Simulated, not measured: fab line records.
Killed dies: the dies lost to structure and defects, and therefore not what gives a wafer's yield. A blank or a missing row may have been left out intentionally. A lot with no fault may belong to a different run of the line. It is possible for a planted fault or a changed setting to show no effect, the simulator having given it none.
Matching of chambers -- flow n5-finfet -- N5_BEOL_M7_STRIP_36 on rie-diel-06 has 4 sister chambers
The step strips in N2/H2. 24 wafers are shown with their chamber, then 12 later ones without.

WAFERS PAIRED WITH THEIR CHAMBERS
wafer,chamber,drypump-motor-current-A (A),showerhead-plenum-p-Torr (Torr),throttle-valve-pct (%)
L075.2,0,6.4,2.68,23.19
L075.4,2,6.5,2.50,23.30
L075.5,1,5.4,2.51,23.61
L077.2,3,5.5,2.52,23.80
L077.4,2,6.5,2.50,23.33
L077.5,3,5.5,2.52,23.80
L080.2,2,6.5,2.50,23.35
L080.3,0,6.4,2.68,23.24
L080.4,2,6.5,2.49,23.33
L081.2,0,6.3,2.68,23.25
L081.3,1,5.4,2.51,23.62
L081.5,3,5.5,2.52,23.80
L083.1,2,6.5,2.49,23.35
L083.2,1,5.4,2.51,23.61
L083.4,0,6.4,2.68,23.21
L084.1,0,6.4,2.68,23.21
L084.2,2,6.5,2.49,23.34
L084.4,3,5.5,2.52,23.82
L088.2,2,6.5,2.48,23.35
L088.3,3,5.5,2.51,23.84
L088.5,0,6.4,2.67,23.27
L090.1,0,6.4,2.67,23.24
L090.3,2,6.5,2.48,23.38
L090.6,0,6.4,2.66,23.24

SIGNATURES, as means of the wafers listed above
reading,chamber 0,chamber 1,chamber 2,chamber 3,scatter within a chamber
drypump-motor-current-A,6.388,5.400,6.500,5.500,0.0209
showerhead-plenum-p-Torr,2.6750,2.5100,2.4912,2.5180,0.00696
throttle-valve-pct,23.2312,23.6133,23.3412,23.8120,0.022
Rule: distance of a wafer from a chamber = root of the sum over the readings of ((wafer's reading minus chamber's mean) / reading's scatter) squared. The wafer belongs to the nearest chamber; if the next one is less than 2 further off, it can't be placed. How the scatter is found: for the shown wafers, subtract from each reading the mean of its chamber, square and add these, divide the total by (wafers less chambers), then take the root.

WAFERS WHOSE CHAMBER IS MISSING
wafer,drypump-motor-current-A (A),showerhead-plenum-p-Torr (Torr),throttle-valve-pct (%)
L092.2,6.5,2.48,23.36
L092.4,5.4,2.49,23.66
L092.6,5.5,2.51,23.85
L091.1,5.4,2.49,23.65
L091.2,6.5,2.48,23.39
L091.3,5.5,2.51,23.85
L093.2,6.5,2.48,23.37
L093.3,5.4,2.51,23.87
L093.6,6.4,2.66,23.29
L086.3,6.5,2.48,23.40
L086.4,5.4,2.49,23.66
L086.5,6.5,2.48,23.38

WHICH CHAMBER EACH WENT THROUGH
wafer,from the rows above,in truth
L092.2,2,2
L092.4,1,1
L092.6,3,3
L091.1,1,1
L091.2,2,2
L091.3,3,3
L093.2,2,2
L093.3,3,3
L093.6,0,0
L086.3,2,2
L086.4,1,1
L086.5,2,2
Correctly placed: 12 of 12. Number that these rows cannot place: 0. 0 placed wrongly.
